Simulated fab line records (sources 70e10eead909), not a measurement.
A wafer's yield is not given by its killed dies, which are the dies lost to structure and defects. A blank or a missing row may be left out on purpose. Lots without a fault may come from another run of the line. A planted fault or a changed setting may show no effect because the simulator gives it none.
Matching of chambers + flow nand-harc + pecvd-01 running NHARC_A_STAIRCASE_DEP_151: 3 sister chambers
The step deposits SiO2, target thk 7200 nm. 3 wafers are shown with their chamber, then 8 later ones without.

WAFERS, EACH WITH ITS CHAMBER
| wafer  | chamber | heater-power-w (W) |
|--------|---------|--------------------|
| L392.3 | 2       | 561                |
| L396.6 | 1       | 600                |
| L402.1 | 0       | 920                |

WAFERS MISSING THEIR CHAMBER
| wafer  | heater-power-w (W) |
|--------|--------------------|
| L402.2 | 482                |
| L402.5 | 621                |
| L403.3 | 901                |
| L403.5 | 617                |
| L403.6 | 770                |
| L405.2 | 767                |
| L405.5 | 402                |
| L405.6 | 617                |

WHICH CHAMBER EACH WENT THROUGH
| wafer  | from the rows above          | in truth |
|--------|------------------------------|----------|
| L402.2 | can't be placed: 2 or 1      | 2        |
| L402.5 | can't be placed: 1 or 2      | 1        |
| L403.3 | 0                            | 0        |
| L403.5 | can't be placed: 1 or 2      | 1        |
| L403.6 | can't be placed: 0 or 1 or 2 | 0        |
| L405.2 | can't be placed: 0 or 1 or 2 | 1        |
| L405.5 | can't be placed: 2 or 1      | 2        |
| L405.6 | can't be placed: 1 or 2      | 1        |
Placed correctly: 1 of 8. These rows do not allow placing 7 (true chamber among the candidates in 7). Number placed wrongly: 0.
How it was worked out, from the rows above alone: a wafer's distance from a chamber is the root of the sum, over the readings, of the square of ((its reading less the chamber's mean) divided by the reading's scatter). If the next closest chamber is less than 2 further off than the closest, the wafer can't be placed; otherwise it belongs to the closest. For every chamber, the mean is computed from those of its wafers that are shown. The scatter (one wafer shown for each chamber): square how far every hidden wafer sits from the nearest shown wafer, average those squares and take the square root.
